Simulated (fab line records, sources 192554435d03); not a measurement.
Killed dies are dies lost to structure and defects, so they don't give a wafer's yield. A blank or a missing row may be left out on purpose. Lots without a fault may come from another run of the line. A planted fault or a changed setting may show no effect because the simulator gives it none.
fab line records | flow n5_finfet
record lots=10 wafers=30 last_day=20
route steps=1938 shown BEOL_M4@1111 BEOL_M6@1242 BEOL_M7@1263 PASSIVATION@1936
lots that met no fault: from a run of the same line without faults
start_h: hours from the record's first day to the start of the lot's first wafer shown | wait_h: hours since the lot's step before | " the same as in the row above | L1.1+2: a row that stands for several wafers | - no value, or no start given | * or withheld: withheld | < > ~ a bound
route shown NAME@n: a module of which the file shows steps, and the number in the route of the first | usual: mean/standard deviation of fault-free wafers | same: alike in all rows | chamber/n: place in a boat | sites: the reading at each site | _std_site: their standard deviation | _edge_site: outer sites' mean less inner sites' | radius_mm: how far each site lies from the wafer's centre | mask NAME#n: copy n | behind: the tool/chamber that last shaped the wafer | hold: why the lot was held/for how many hours/how that ended | device: the transistor (n, p or np) that didn't switch | end of line: the same wafers' tests at the end of the route | a step without rows: its recipe alone | killed: dies lost to structure and defects at the first sort, not the wafer's yield | map: a wafer's dies, x killed, . not, _ none there
set.NAME: the setting as run; set.NAME@STEP: as run at that earlier step | model.NAME: the simulator's own value behind a step, which no gauge read
steps of the route over a sample of lots; a table a step, a row a wafer
services: from which hour (start_h, from the record's first day; less than 0 if before it) a tool's chamber was out of use, for how many hours, and why
## steps
# step N5_BEOL_M4_RC_MEAS_101
# usual DIBL_N=36.0/1.9 DIBL_P=35.6/2.2 IOFF_N=0.15/0.031 IOFF_P=0.19/0.032 ION_N=668/11 ION_P=455/7.2 SS_N=71.5/0.65 SS_P=73.4/0.64 VT_N=251/3.6 VT_P=-253/3.3
# columns lot.wafer tool chamber start_h wait_h DIBL_N[mV/V] DIBL_P[mV/V] IOFF_N[nA/um] IOFF_P[nA/um] ION_N[uA/um] ION_P[uA/um] SS_N[mV/dec] SS_P[mV/dec] VT_N[mV] VT_P[mV]
L481.3 prober-01 0 198.86 0.3 34.8 34.5 0.13 0.17 647 445 71.1 72.7 252 -253
L481.4 " 0 " " 36.2 35.2 0.15 0.17 663 453 70.9 72.5 254 -253
L481.5 " 0 " " 36.5 35.6 0.15 0.17 655 441 71.8 73.5 251 -254
L485.1 prober-01 0 241.22 0.0 37.8 38.5 0.18 0.21 682 457 72.4 73.8 249 -252
L485.2 " 0 " " 38.2 39.4 0.19 0.23 678 459 72.5 73.5 249 -253
L485.4 " 0 " " 36.1 37.7 0.16 0.21 677 466 71.5 73.6 248 -252
L487.3 prober-02 0 248.01 0.3 34.0 33.2 0.12 0.19 650 452 71.2 72.7 255 -251
L487.5 " 0 " " 34.2 32.6 0.12 0.17 660 453 71.1 72.7 257 -255
L487.6 " 0 " " 32.9 32.8 0.11 0.17 665 458 71.4 72.7 254 -254
L488.1 prober-02 0 277.22 0.0 33.7 33.8 0.13 0.17 657 458 71.4 72.4 254 -252
L488.3 " 0 " " 35.4 35.8 0.15 0.20 668 461 71.9 73.1 248 -252
L488.5 " 0 " " 32.5 33.3 0.12 0.17 651 450 71.5 72.8 256 -252
L499.1 prober-02 0 322.43 0.0 35.0 34.7 0.14 0.19 672 460 71.3 73.9 254 -254
L499.2 " 0 " " 35.7 34.8 0.15 0.18 666 452 72.6 74.2 251 -253
L499.6 " 0 " " 36.2 35.4 0.14 0.19 658 449 71.9 73.3 256 -252
L496.2 prober-01 0 322.82 0.2 38.0 36.6 0.17 0.21 677 463 70.9 74.0 249 -251
L496.4 " 0 " " 36.8 34.7 0.14 0.18 666 459 71.3 73.7 248 -253
L496.6 " 0 " " 38.8 37.1 0.18 0.21 683 461 72.0 73.4 248 -250
L500.2 prober-02 0 325.97 0.2 38.4 38.5 0.20 0.25 679 460 72.8 73.9 247 -249
L500.3 " 0 " " 35.8 34.8 0.15 0.20 679 463 71.7 73.3 251 -251
L500.6 " 0 " " 36.5 36.0 0.17 0.22 675 465 72.1 74.1 250 -252
L498.1 prober-01 0 331.90 0.0 37.3 36.5 0.17 0.20 679 457 71.4 73.6 247 -251
L498.2 " 0 " " 36.7 35.3 0.15 0.18 665 451 72.2 72.7 250 -253
L498.6 " 0 " " 38.7 39.4 0.21 0.25 686 462 72.4 73.9 243 -251
L501.1 prober-02 0 333.71 0.0 33.1 33.5 0.11 0.13 662 444 70.6 72.9 259 -262
L501.2 " 0 " " 34.7 35.8 0.13 0.16 666 443 71.6 73.6 255 -262
L501.4 " 0 " " 34.6 37.0 0.14 0.17 665 449 71.9 74.3 252 -259
L502.1 prober-01 0 361.52 0.0 34.9 33.6 0.13 0.17 671 460 71.2 73.1 250 -252
L502.2 " 0 " " 34.3 33.6 0.12 0.18 653 451 70.9 73.2 254 -253
L502.4 " 0 " " 37.0 36.7 0.16 0.24 684 469 71.4 74.6 248 -246
# step N5_BEOL_M6_OCD_MEAS_38
# usual trench_depth_nm=94.3/1.5
# columns lot.wafer tool chamber start_h wait_h trench_depth_nm
L481.3 ocd-01 - 219.71 - 95.7
L481.4 " - " " 93.9
L481.5 " - " " 96.0
L485.1 ocd-02 - 260.93 - 90.7
L485.2 " - " " 95.0
L485.4 " - " " 93.6
L487.3 ocd-01 - 269.12 - 95.4
L487.5 " - " " 93.5
L487.6 " - " " 95.9
L488.1 ocd-01 - 294.33 - 94.3
L488.3 " - " " 91.9
L488.5 " - " " 95.7
L499.1 ocd-01 - 340.22 - 92.0
L499.2 " - " " 93.4
L499.6 " - " " 94.8
L496.2 ocd-02 - 342.32 - 94.7
L496.4 " - " " 96.2
L496.6 " - " " 95.3
L500.2 ocd-01 - 346.20 - 92.7
L500.3 " - " " 96.0
L500.6 " - " " 94.9
L501.1 ocd-01 - 350.40 - 95.6
L501.2 " - " " 94.3
L501.4 " - " " 95.7
L498.1 ocd-02 - 350.74 - 95.9
L498.2 " - " " 93.7
L498.6 " - " " 96.9
L502.1 ocd-01 - 382.48 - 95.6
L502.2 " - " " 95.2
L502.4 " - " " 94.5
# step N5_BEOL_M6_SURFACE_TREAT_79
# recipe gas=Ar time_s=* ion_energy_ev=* ion_current_ma_cm2=0.5 pressure_mtorr=* ar_flow_sccm=30
# usual throttle_valve_pct=*
# columns lot.wafer tool chamber start_h wait_h throttle_valve_pct
L481.3 pvd_sputter-02 - 222.96 0.2 *
L481.4 " - " " *
L481.5 " - " " *
L485.1 pvd_sputter-03 - 262.03 0.2 *
L485.2 " - " " *
L485.4 " - " " *
L487.3 pvd_sputter-03 - 270.12 0.2 *
L487.5 " - " " *
L487.6 " - " " *
L488.1 pvd_sputter-01 - 295.63 0.2 *
L488.3 " - " " *
L488.5 " - " " *
L499.1 pvd_sputter-01 - 341.88 0.3 *
L499.2 " - " " *
L499.6 " - " " *
L496.2 pvd_sputter-01 - 343.54 0.2 *
L496.4 " - " " *
L496.6 " - " " *
L500.2 pvd_sputter-03 - 347.40 0.2 *
L500.3 " - " " *
L500.6 " - " " *
L501.1 pvd_sputter-03 - 352.28 0.6 *
L501.2 " - " " *
L501.4 " - " " *
L498.1 pvd_sputter-03 - 352.40 0.5 *
L498.2 " - " " *
L498.6 " - " " *
L502.1 pvd_sputter-01 - 383.49 0.2 *
L502.2 " - " " *
L502.4 " - " " *
# step N5_BEOL_M7_ILD_DEP_00
# recipe material=SiCOH_lowk target_thk_a=1797.5 temp_c=300 precursor=DEMS/porogen pressure_torr=5 rf_w=500 time_s=33.4
# usual heater_power_w=339/56 showerhead_plenum_p_Torr=5.733/0.014 throttle_valve_pct=13.8/0.77
# columns lot.wafer tool chamber start_h wait_h heater_power_w showerhead_plenum_p_Torr since_wet_clean_h throttle_valve_pct
L481.3 pecvd-02 0 224.15 0.1 385 5.783 - 14.7
L481.4 " 1 " " 294 5.737 - 13.9
L481.5 " 0 " " 397 5.765 - 15.0
L485.1 pecvd-02 0 264.05 0.0 390 5.775 1330 14.8
L485.2 " 2 " " 361 5.731 576 12.6
L485.4 " 1 " " 236 5.740 - 14.0
L487.3 pecvd-03 1 271.43 0.0 269 5.721 1700 13.2
L487.5 " 2 " " 358 5.731 - 13.3
L487.6 " 1 " " 276 5.719 - 13.4
L488.1 pecvd-02 1 297.97 0.0 266 5.728 2089 14.1
L488.3 " 0 " " 353 5.753 1364 14.5
L488.5 " 0 " " 362 5.744 - 14.9
L499.1 pecvd-03 0 343.42 0.0 348 5.728 1047 13.4
L499.2 " 1 " " 279 5.736 1772 13.3
L499.6 " 1 " " 279 5.735 - 13.6
L496.2 pecvd-04 1 345.84 0.0 276 5.735 1593 15.6
L496.4 " 1 " " 277 5.745 - 15.6
L496.6 " 1 " " 276 5.732 - 15.4
L500.2 pecvd-03 2 348.58 0.0 441 5.726 298 13.3
L500.3 " 0 " " 340 5.728 1052 13.6
L500.6 " 2 " " 443 5.739 - 13.1
L501.1 pecvd-04 1 353.73 0.0 264 5.730 1601 15.7
L501.2 " 2 " " 432 5.709 122 13.3
L501.4 " 1 " " 277 5.728 - 15.4
L498.1 pecvd-03 2 354.47 0.0 366 5.744 304 13.4
L498.2 " 1 " " 314 5.724 1783 13.4
L498.6 " 2 " " 372 5.735 - 13.3
L502.1 pecvd-03 2 385.14 0.0 395 5.747 335 13.3
L502.2 " 0 " " 354 5.721 1089 13.7
L502.4 " 0 " " 366 5.743 - 13.6
# step N5_BEOL_M7_PECVD_70
# recipe material=SiO2 target_thk_a=200 temp_c=400 precursor=TEOS/O2 pressure_torr=5.5 rf_w=450 teos_flow_sccm=53.8 gas=O2 flow_sccm=3000 time_s=22.7
# usual chamber_pressure_Torr=5.499/0.013 heater_power_outer_w=443/53 heater_power_w=746/98 showerhead_plenum_p_Torr=8.75/0.056 throttle_valve_pct=22.7/1.4
# columns lot.wafer tool chamber start_h wait_h chamber_pressure_Torr heater_power_outer_w heater_power_w showerhead_plenum_p_Torr since_wet_clean_h throttle_valve_pct
L481.3 pecvd-04 0 224.78 0.1 5.494 393 688 8.76 - 22.6
L481.4 " 1 " " 5.514 486 741 8.76 - 24.9
L481.5 " 0 " " 5.498 401 687 8.76 - 22.8
L485.1 pecvd-04 2 264.66 0.0 5.498 591 1027 8.67 33 21.4
L485.2 " 1 " " 5.491 404 610 8.74 1512 24.9
L485.4 " 1 " " 5.493 409 623 8.73 - 25.0
L487.3 pecvd-02 0 272.04 0.0 5.506 452 834 8.88 1338 23.9
L487.5 " 0 " " 5.480 451 830 8.88 - 24.2
L487.6 " 1 " " 5.500 319 569 8.74 - 22.4
L488.1 pecvd-02 0 298.59 0.0 5.470 388 751 8.87 1365 24.2
L488.3 " 1 " " 5.490 423 700 8.75 2090 22.6
L488.5 " 2 " " 5.502 503 818 8.70 - 20.7
L499.1 pecvd-02 1 344.03 0.0 - - - - - -
L499.2 " 2 " " - - - - - -
L499.6 " 1 " " - - - - - -
L496.2 pecvd-02 0 346.48 0.0 - - - - - -
L496.4 " 0 " " - - - - - -
L496.6 " 1 " " - - - - - -
L500.2 pecvd-03 1 350.20 0.0 5.479 434 682 8.70 1779 21.7
L500.3 " 0 " " 5.493 504 794 8.71 1054 22.0
L500.6 " 0 " " 5.526 521 785 8.72 - 22.2
L501.1 pecvd-04 1 354.37 0.0 5.492 499 744 8.75 1602 25.1
L501.2 " 2 " " 5.502 476 880 8.66 123 21.4
L501.4 " 2 " " 5.519 459 863 8.67 - 21.2
L498.1 pecvd-02 0 355.08 0.0 - - - - - -
L498.2 " 1 " " - - - - - -
L498.6 " 0 " " - - - - - -
L502.1 pecvd-04 1 385.77 0.0 5.497 443 670 8.74 1633 25.0
L502.2 " 2 " " 5.482 489 876 8.65 154 21.4
L502.4 " 0 " " 5.513 344 614 8.78 - 23.0
# step N5_PASSIVATION_PROBE_49
# usual defect_limited_yield=91.3/1.4 killed_at_M0_to_M3=34/10 killed_at_M4_up=14/5.5 killed_at_contacts=12/6 killed_at_front_end=40/10 killed_at_other=3.0/2.4 killed_dies=103/17 killed_on_rim=13/4.3 killed_open=68/13 killed_short=34/7.8 sort_bin_5_function=5.1/0.97 sort_bin_6_memory=3.3/0.66 sort_bin_8_speed=0.02/0.12 sort_n_pass=1077/17 sort_yield_pct=91.2/1.4
# same gross_dies=1180 killed_at_back_side=0 sort_bin_4_leakage[%]=0
# columns lot.wafer tool chamber start_h wait_h defect_limited_yield[%] killed_at_M0_to_M3 killed_at_M4_up killed_at_contacts killed_at_front_end killed_at_other killed_dies killed_on_rim killed_open killed_short sort_bin_5_function[%] sort_bin_6_memory[%] sort_bin_8_speed[%] sort_n_pass sort_yield_pct[%]
L481.3 prober-01 - 298.15 0.1 90.9 50 8 10 38 1 107 13 72 35 5.2 3.5 0 1073 90.9
L481.4 prober-01 - 298.20 0.2 91.8 32 15 9 40 1 97 13 69 27 5.4 2.5 0 1083 91.8
L481.5 prober-01 - 298.25 0.2 92.6 31 11 6 38 1 87 12 51 36 4.0 3.1 0.08 1092 92.5
L485.1 prober-02 - 347.58 0.0 91.1 32 13 13 42 5 105 20 66 32 5.6 2.5 0 1075 91.1
L485.2 prober-02 - 347.63 0.1 93.8 34 7 10 19 3 73 8 49 24 3.6 2.2 0 1107 93.8
L485.4 prober-02 - 347.73 0.2 91.3 27 28 11 35 2 103 16 72 31 5.0 3.4 0 1077 91.3
L487.3 prober-01 - 356.71 0.1 90.8 38 14 15 36 5 108 12 74 31 5.3 3.6 0 1072 90.8
L487.5 prober-01 - 356.81 0.2 90.6 33 23 14 40 1 111 21 74 33 5.1 4.1 0 1069 90.6
L487.6 prober-01 - 356.86 0.3 91.0 27 18 19 40 2 106 9 79 25 5.5 3.4 0 1074 91.0
L488.1 prober-02 - 378.47 0.0 92.7 26 11 11 34 4 86 17 56 27 3.4 3.6 0 1094 92.7
L488.3 prober-02 - 378.57 0.1 93.6 23 13 7 33 0 76 6 42 34 3.9 2.1 0 1104 93.6
L488.5 prober-02 - 378.67 0.2 91.1 42 9 10 41 3 105 13 60 44 5.4 3.1 0 1075 91.1
L499.1 prober-02 - 424.43 0.0 61.3 49 329 10 67 2 457 26 105 39 33.7 4.6 0 723 61.3
L499.2 prober-02 - 424.48 0.1 63.9 39 328 12 46 1 426 126 79 35 31.8 3.8 0 754 63.9
L499.6 prober-02 - 424.68 0.3 64.1 39 335 9 39 2 424 17 86 26 31.7 4.0 0 756 64.1
L498.1 prober-01 - 428.06 0.0 63.2 38 355 4 35 2 434 115 67 26 33.6 2.9 0 746 63.2
L498.2 prober-01 - 428.11 0.1 63.0 41 329 12 55 0 437 22 95 32 33.0 3.8 0 743 63.0
L498.6 prober-01 - 428.31 0.3 62.5 49 323 14 53 3 442 116 103 28 32.9 4.2 0 738 62.5
L496.2 prober-02 - 434.72 0.1 65.3 31 330 12 32 5 410 118 59 33 30.8 3.5 0 770 65.3
L496.4 prober-02 - 434.82 0.2 64.5 18 347 23 28 3 419 119 47 27 32.4 2.3 0 761 64.5
L496.6 prober-02 - 434.92 0.3 65.1 36 336 10 28 2 412 13 54 27 32.5 2.1 0 768 65.1
L500.2 prober-01 - 450.33 0.1 91.2 34 15 7 42 6 104 12 61 40 5.3 2.9 0 1076 91.2
L500.3 prober-01 - 450.38 0.1 92.6 29 16 3 35 4 87 15 52 34 5.6 1.5 0 1093 92.6
L500.6 prober-01 - 450.53 0.3 93.1 24 10 7 34 7 82 10 53 26 3.8 3.1 0 1098 93.1
L501.1 prober-01 - 454.29 0.0 90.2 44 22 3 45 2 116 18 70 46 6.3 3.1 0 1064 90.2
L501.2 prober-01 - 454.34 0.1 92.5 25 22 2 35 5 89 7 60 28 4.4 3.1 0.08 1090 92.4
L501.4 prober-01 - 454.44 0.2 90.3 29 28 1 51 5 114 19 65 47 5.4 3.8 0 1066 90.3
L502.1 prober-02 - 475.30 0.0 90.0 34 13 10 54 7 118 18 75 41 6.1 3.6 0 1062 90.0
L502.2 prober-02 - 475.35 0.1 86.9 58 20 13 59 4 154 13 97 57 7.7 4.6 0 1026 86.9
L502.4 prober-02 - 475.45 0.2 90.6 38 10 15 42 6 111 16 72 33 5.1 3.6 0 1069 90.6
# killed by level:class
L481.3 BEOL_M0_SAQP:geometric_particle:short=13 BEOL_M0_SAQP:geometric_particle:open=13 MOL_CONTACT_COAG:geometric_particle:open=10 BEOL_M1:geometric_particle:open=9 BEOL_M3:geometric_particle:open=9 FIN_SAQP:geometric_particle:open=6 STI_FIN_REVEAL:geometric_particle:open=5 ILD0:geometric_particle:short=5
L481.4 DUMMY_GATE:geometric_particle:open=14 BEOL_M1:geometric_particle:open=9 FIN_SAQP:geometric_particle:open=7 BEOL_M0_SAQP:geometric_particle:open=7 FIN_SAQP:geometric_particle:short=6 MOL_CONTACT_COAG:geometric_particle:open=6 BEOL_M0_SAQP:geometric_particle:short=5 BEOL_M3:geometric_particle:open=5
L481.5 FIN_SAQP:geometric_particle:short=9 BEOL_M0_SAQP:geometric_particle:short=8 BEOL_M3:geometric_particle:open=8 BEOL_M0_SAQP:geometric_particle:open=6 FIN_SAQP:geometric_particle:open=5 MOL_CONTACT_COAG:geometric_particle:open=5 STI_FIN_REVEAL:geometric_particle:open=4 DUMMY_GATE:geometric_particle:short=4
L485.1 STI_FIN_REVEAL:geometric_particle:open=15 BEOL_M1:geometric_particle:open=11 MOL_CONTACT_COAG:geometric_particle:open=11 BEOL_M0_SAQP:geometric_particle:short=8 BEOL_M0_SAQP:geometric_particle:open=7 FIN_SAQP:geometric_particle:short=5 STI_FIN_REVEAL:geometric_particle:short=4 HKMG_FIN:area_etch=4
L485.2 MOL_CONTACT_COAG:geometric_particle:open=9 BEOL_M0_SAQP:geometric_particle:open=8 BEOL_M1:geometric_particle:open=6 BEOL_M0_SAQP:geometric_particle:short=5 FIN_SAQP:geometric_particle:open=4 STI_FIN_REVEAL:geometric_particle:open=3 GATE_CUT:geometric_particle:open=3 BEOL_M0:geometric_particle:short=3
L485.4 STI_FIN_REVEAL:geometric_particle:open=13 BEOL_M4:geometric_particle:open=12 BEOL_M0_SAQP:geometric_particle:open=8 BEOL_M0_SAQP:geometric_particle:short=8 MOL_CONTACT_COAG:geometric_particle:open=7 STI_FIN_REVEAL:geometric_particle:short=6 BEOL_M3:geometric_particle:open=5 BEOL_M4:geometric_particle:short=5
L487.3 BEOL_M2:geometric_particle:open=13 MOL_CONTACT_COAG:geometric_particle:open=11 BEOL_M1:geometric_particle:open=8 FIN_SAQP:geometric_particle:short=5 FIN_SAQP:geometric_particle:open=5 BEOL_M5:geometric_particle:open=5 STI_FIN_REVEAL:geometric_particle:open=4 ILD0:geometric_particle:short=4
L487.5 FIN_SAQP:geometric_particle:short=12 MOL_CONTACT_COAG:geometric_particle:open=10 BEOL_M2:geometric_particle:open=9 BEOL_M4:geometric_particle:open=9 FIN_SAQP:geometric_particle:open=8 BEOL_M3:geometric_particle:open=7 STI_FIN_REVEAL:geometric_particle:open=6 BEOL_M1:geometric_particle:open=6
L487.6 FIN_SAQP:geometric_particle:open=13 MOL_CONTACT_COAG:geometric_particle:open=12 FIN_SAQP:geometric_particle:short=7 MOL_CONTACT_COAG:geometric_particle:short=7 BEOL_M2:geometric_particle:open=7 BEOL_M3:geometric_particle:open=7 STI_FIN_REVEAL:geometric_particle:open=6 BEOL_M1:geometric_particle:open=6
L488.1 STI_FIN_REVEAL:geometric_particle:open=14 BEOL_M2:geometric_particle:open=8 MOL_CONTACT_COAG:geometric_particle:open=6 BEOL_M0_SAQP:geometric_particle:short=6 MOL_CONTACT_COAG:geometric_particle:short=5 BEOL_M4:geometric_particle:open=5 GATE_CUT:geometric_particle:short=4 STARTING-WAFER:geometric_particle:open=4
L488.3 GATE_CUT:geometric_particle:short=6 MOL_CONTACT_COAG:geometric_particle:open=6 BEOL_M4:geometric_particle:open=6 STARTING-WAFER:geometric_particle:short=6 STI_FIN_REVEAL:geometric_particle:open=5 BEOL_M0_SAQP:geometric_particle:open=5 BEOL_M2:geometric_particle:short=5 STARTING-WAFER:geometric_particle:open=5
L488.5 FIN_SAQP:geometric_particle:short=14 BEOL_M2:geometric_particle:open=12 MOL_CONTACT_COAG:geometric_particle:open=9 BEOL_M0_SAQP:geometric_particle:short=9 BEOL_M3:geometric_particle:open=8 FIN_SAQP:geometric_particle:open=6 STI_FIN_REVEAL:geometric_particle:open=5 STARTING-WAFER:geometric_particle:short=5
L499.1 BEOL_M7:area_pecvd=306 STI_FIN_REVEAL:geometric_particle:open=23 FIN_SAQP:geometric_particle:open=14 BEOL_M2:geometric_particle:open=11 BEOL_M1:geometric_particle:open=11 BEOL_M4:geometric_particle:open=10 FIN_SAQP:geometric_particle:short=9 BEOL_M0_SAQP:geometric_particle:short=8
L499.2 BEOL_M7:area_pecvd=312 BEOL_M1:geometric_particle:open=14 STI_FIN_REVEAL:geometric_particle:open=11 FIN_SAQP:geometric_particle:short=10 FIN_SAQP:geometric_particle:open=9 MOL_CONTACT_COAG:geometric_particle:open=7 BEOL_M4:geometric_particle:open=7 DUMMY_GATE:geometric_particle:open=6
L499.6 BEOL_M7:area_pecvd=312 BEOL_M2:geometric_particle:open=12 FIN_SAQP:geometric_particle:open=10 MOL_CONTACT_COAG:geometric_particle:open=8 BEOL_M1:geometric_particle:open=8 STI_FIN_REVEAL:geometric_particle:open=7 BEOL_M5:geometric_particle:open=6 BEOL_M3:geometric_particle:open=6
L498.1 BEOL_M7:area_pecvd=337 BEOL_M3:geometric_particle:open=11 STI_FIN_REVEAL:geometric_particle:open=10 BEOL_M4:geometric_particle:open=7 BEOL_M0:geometric_particle:open=6 BEOL_M1:geometric_particle:open=6 FIN_SAQP:geometric_particle:open=5 BEOL_M1:geometric_particle:short=4
L498.2 BEOL_M7:area_pecvd=310 STI_FIN_REVEAL:geometric_particle:open=21 MOL_CONTACT_COAG:geometric_particle:open=11 BEOL_M1:geometric_particle:open=10 BEOL_M4:geometric_particle:open=10 GATE_CUT:geometric_particle:short=8 FIN_SAQP:geometric_particle:open=7 BEOL_M0_SAQP:geometric_particle:open=7
L498.6 BEOL_M7:area_pecvd=309 STI_FIN_REVEAL:geometric_particle:open=21 MOL_CONTACT_COAG:geometric_particle:open=13 BEOL_M1:geometric_particle:open=11 FIN_SAQP:geometric_particle:open=9 BEOL_M3:geometric_particle:open=9 BEOL_M0_SAQP:geometric_particle:open=9 BEOL_M0_SAQP:geometric_particle:short=8
L496.2 BEOL_M7:area_pecvd=314 MOL_CONTACT_COAG:geometric_particle:open=11 BEOL_M0_SAQP:geometric_particle:open=7 BEOL_M3:geometric_particle:open=7 FIN_SAQP:geometric_particle:short=6 FIN_SAQP:geometric_particle:open=6 BEOL_M5:geometric_particle:open=5 BEOL_M0_SAQP:geometric_particle:short=5
L496.4 BEOL_M7:area_pecvd=340 MOL_CONTACT_COAG:geometric_particle:open=20 FIN_SAQP:geometric_particle:short=6 BEOL_M0_SAQP:geometric_particle:open=5 STARTING-WAFER:geometric_particle:short=5 FIN_SAQP:geometric_particle:open=4 BEOL_M0_SAQP:geometric_particle:short=4 BEOL_M3:geometric_particle:open=4
L496.6 BEOL_M7:area_pecvd=327 FIN_SAQP:geometric_particle:short=9 BEOL_M3:geometric_particle:open=9 MOL_CONTACT_COAG:geometric_particle:open=8 BEOL_M0_SAQP:geometric_particle:open=7 BEOL_M0:geometric_particle:open=7 BEOL_M2:geometric_particle:open=4 FIN_SAQP:geometric_particle:open=3
L500.2 FIN_SAQP:geometric_particle:short=10 BEOL_M0_SAQP:geometric_particle:short=10 BEOL_M0_SAQP:geometric_particle:open=7 MOL_CONTACT_COAG:geometric_particle:open=7 BEOL_M1:geometric_particle:open=7 DUMMY_GATE:geometric_particle:open=6 GATE_CUT:geometric_particle:short=5 GATE_CUT:geometric_particle:open=5
L500.3 STI_FIN_REVEAL:geometric_particle:open=8 BEOL_M0_SAQP:geometric_particle:short=8 FIN_SAQP:geometric_particle:open=6 BEOL_M3:geometric_particle:short=6 FIN_SAQP:geometric_particle:short=5 BEOL_M4:geometric_particle:open=5 BEOL_M0_SAQP:geometric_particle:open=4 GATE_CUT:geometric_particle:short=3
L500.6 FIN_SAQP:geometric_particle:open=8 BEOL_M3:geometric_particle:open=7 GATE_CUT:geometric_particle:short=6 MOL_CONTACT_COAG:geometric_particle:open=6 FIN_SAQP:geometric_particle:short=5 BEOL_M0_SAQP:geometric_particle:open=5 BEOL_M2:geometric_particle:open=4 BEOL_M5:geometric_particle:open=4
L501.1 BEOL_M4:geometric_particle:open=15 BEOL_M0_SAQP:geometric_particle:open=10 BEOL_M0_SAQP:geometric_particle:short=9 GATE_CUT:geometric_particle:short=8 STI_FIN_REVEAL:geometric_particle:open=7 FIN_SAQP:geometric_particle:short=6 BEOL_M1:geometric_particle:open=6 BEOL_M2:geometric_particle:open=6
L501.2 BEOL_M4:geometric_particle:open=7 STI_FIN_REVEAL:geometric_particle:open=5 DUMMY_GATE:geometric_particle:open=5 ILD0:geometric_particle:open=5 GATE_CUT:geometric_particle:open=5 BEOL_M1:geometric_particle:open=5 FIN_SAQP:geometric_particle:open=4 BEOL_M0_SAQP:geometric_particle:open=4
L501.4 STI_FIN_REVEAL:geometric_particle:open=17 BEOL_M4:geometric_particle:open=12 GATE_CUT:geometric_particle:short=7 BEOL_M2:geometric_particle:open=7 FIN_SAQP:geometric_particle:short=6 STI_FIN_REVEAL:geometric_particle:short=5 BEOL_M0_SAQP:geometric_particle:short=5 BEOL_M0:geometric_particle:short=5
L502.1 STI_FIN_REVEAL:geometric_particle:open=14 FIN_SAQP:geometric_particle:short=13 FIN_SAQP:geometric_particle:open=8 MOL_CONTACT_COAG:geometric_particle:open=8 BEOL_M2:geometric_particle:open=7 BEOL_M4:geometric_particle:open=6 BEOL_M3:geometric_particle:short=5 BEOL_M0_SAQP:geometric_particle:open=4
L502.2 BEOL_M1:geometric_particle:open=15 FIN_SAQP:geometric_particle:short=12 FIN_SAQP:geometric_particle:open=12 BEOL_M0_SAQP:geometric_particle:short=12 STI_FIN_REVEAL:geometric_particle:open=12 MOL_CONTACT_COAG:geometric_particle:open=9 BEOL_M5:geometric_particle:open=7 BEOL_M0_SAQP:geometric_particle:open=7
L502.4 MOL_CONTACT_COAG:geometric_particle:open=12 BEOL_M1:geometric_particle:open=11 STI_FIN_REVEAL:geometric_particle:open=10 FIN_SAQP:geometric_particle:open=8 BEOL_M3:geometric_particle:open=7 FIN_SAQP:geometric_particle:short=6 BEOL_M0_SAQP:geometric_particle:short=5 BEOL_M2:geometric_particle:open=5
## services
# columns tool chamber start_h hours kind
pecvd-04 2 202.38 - clean
pecvd-04 2 202.38 - consumable_replace:showerhead
pecvd-04 2 202.38 29.0 scheduled_down
pecvd-04 2 202.38 29.0 vent_cycle
pecvd-02 0 234.70 5.0 scheduled_down
pecvd-03 1 243.89 5.5 scheduled_down
pecvd-03 0 281.20 5.5 scheduled_down
pecvd-02 0 287.09 2.1 scheduled_down
pecvd-04 - 288.42 33.3 repair
pecvd-02 - 297.46 0.3 repair
pecvd-04 - 328.99 0.3 repair
pecvd-04 0 344.54 23.9 repair
pvd_sputter-01 - 344.74 1.6 repair
pecvd-03 2 344.90 2.2 repair
pvd_sputter-02 - 351.20 11.7 repair
pecvd-02 - 369.11 3.9 repair
pvd_sputter-03 - 378.22 3.7 repair
pecvd-04 - 382.97 0.7 repair
pecvd-02 1 383.67 - clean
pecvd-02 1 383.67 - consumable_replace:showerhead
pecvd-02 1 383.67 29.0 scheduled_down
pecvd-02 1 383.67 29.0 vent_cycle
pecvd-02 2 384.82 5.5 scheduled_down
## key
first_sign step=N5_BEOL_M7_PECVD_70 reading=tool_record direction=missing
effect step=N5_PASSIVATION_PROBE_49 reading=killed_at_M4_up direction=up sigmas=58 usual=14 struck=335
more_kills_born_at N5_BEOL_M7_PECVD_70@pecvd-02=2867
met_at N5_BEOL_M7_PECVD_70
struck_lots L496,L498,L499
not_acting_at N5_BEOL_M6_OCD_MEAS_38,N5_BEOL_M6_SURFACE_TREAT_79,N5_BEOL_M7_ILD_DEP_00
onset_between 298.59 344.03
fault kind=skipped_step_whole tool=pecvd-02 chamber=- onset_h=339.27 steps=N5_BEOL_M7_PECVD_70 scope=struck_lots_only
